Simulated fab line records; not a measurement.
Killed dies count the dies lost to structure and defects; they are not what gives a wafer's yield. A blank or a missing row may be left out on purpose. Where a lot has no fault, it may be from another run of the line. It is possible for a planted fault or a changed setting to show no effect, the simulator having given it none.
8D (eight disciplines) problem report, filled in by code | flow nand harc | the parts of the form that need people (team, actions taken, sign-off) are left out

1. THE ISSUE
killed dies at NHARC_END_SORT_01 reads a mean of 649 on 1 wafer of 1 lot; wafers without a fault read 31 with a standard deviation of 12. That is +52 standard deviations from the usual mean.
The first sign was on wafer L861.4 at day 25 05:26, on prober-02. The record holds 3 wafers of 1 lot with a number at this step. The rule behind "out" and "out of limits": a value lying over 4 standard deviations away from the usual mean. The rest of the wafers with a number are treated as sound.

2. WHAT THIS IS AND IS NOT
question                    | is                           | is not
which readings at this step | killed dies, killed at array | killed at other, killed at periphery, killed open, killed short
which lots                  | L861                         | -
which wafers of those lots  | L861.4                       | L861.3, L861.6
read on which gauges        | prober-02                    | -
when                        | from day 25 05:26            | up to then (1 sound wafer); but 1 sound wafer of L861 came after

3. SUSPECTS, AND WHAT RULES EACH OUT
Counting: a tool at a process step up to the reading stays a suspect if it ran every lot that is out. Sound lots after the first of them don't rule it out here, since some wafers of a struck lot are sound.
- the gauge at NHARC_END_SORT_01: kept. All the wafers that are out were read on prober-02, and no step on other tools shows them out.
- acl dep-01 at NHARC_A_CONTACT_DEP_57 (deposits aC, target thk 2800 nm): kept. It ran the lot that is out, L861 (day 19 16:00).
- pecvd-04 at NHARC_THIN_TSV_DEP_47 (deposits SiO2, target thk 200 nm): kept. It ran the lot that is out, L861 (day 23 15:26).
- pvd sputter-02 at NHARC_THIN_TSV_PVD_51 (deposits Cu, target thk 100 nm): kept. It ran the lot that is out, L861 (day 23 20:20). With no start given for some of its lots, NHARC_THIN_TSV_PVD_51 uses the hours and lot order of NHARC_THIN_TSV_ETCH_59.
- rie metal-02 at NHARC_THIN_TSV_ETCH_59 (etches the open film in Cl2/BCl3, target depth 880 nm, time 138.1 s): kept. It ran the lot that is out, L861 (day 23 20:20).
Left after counting: acl dep-01 at NHARC_A_CONTACT_DEP_57, pecvd-04 at NHARC_THIN_TSV_DEP_47, pvd sputter-02 at NHARC_THIN_TSV_PVD_51, rie metal-02 at NHARC_THIN_TSV_ETCH_59, prober-02 at NHARC_END_SORT_01.

4. THE CAUSE (what the simulator had put in)
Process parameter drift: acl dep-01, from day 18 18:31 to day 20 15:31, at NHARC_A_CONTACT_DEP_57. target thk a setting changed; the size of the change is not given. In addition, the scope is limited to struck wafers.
Counting left 5 suspects, and this tool is among them.

5. THE CHAIN OF EFFECTS, in route order
Each row: a reading where the mean over the struck wafers with a number is more than 3 standard deviations away from the usual. Only readings whose record carries a usual standard deviation are examined. hours: median over the lots of the time between each lot's start at the first step of this table that gives one and its start at this step. sigmas: the change, counted in usual standard deviations.
hours | step              | reading         | usual | on struck wafers | change | sigmas
0     | NHARC_END_SORT_01 | killed at array | 27    | 643              | +616   | +51
0     | NHARC_END_SORT_01 | killed dies     | 31    | 649              | +618   | +52

6. HOW IT WOULD HAVE BEEN CAUGHT EARLIER
In this record the first reading out of limits at a measuring or inspecting step was taken at day 25 05:26, 155 hours after the fault began at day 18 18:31.
Tool readings at NHARC_A_CONTACT_DEP_57 with a usual standard deviation given in the record: none out on any struck wafer, hence no alarm at a limit of 4 standard deviations on them.
By day 25 05:26, every lot that is out (1) had started NHARC_A_CONTACT_DEP_57 on acl dep-01. Holding the tool at that point would not have protected any of them.
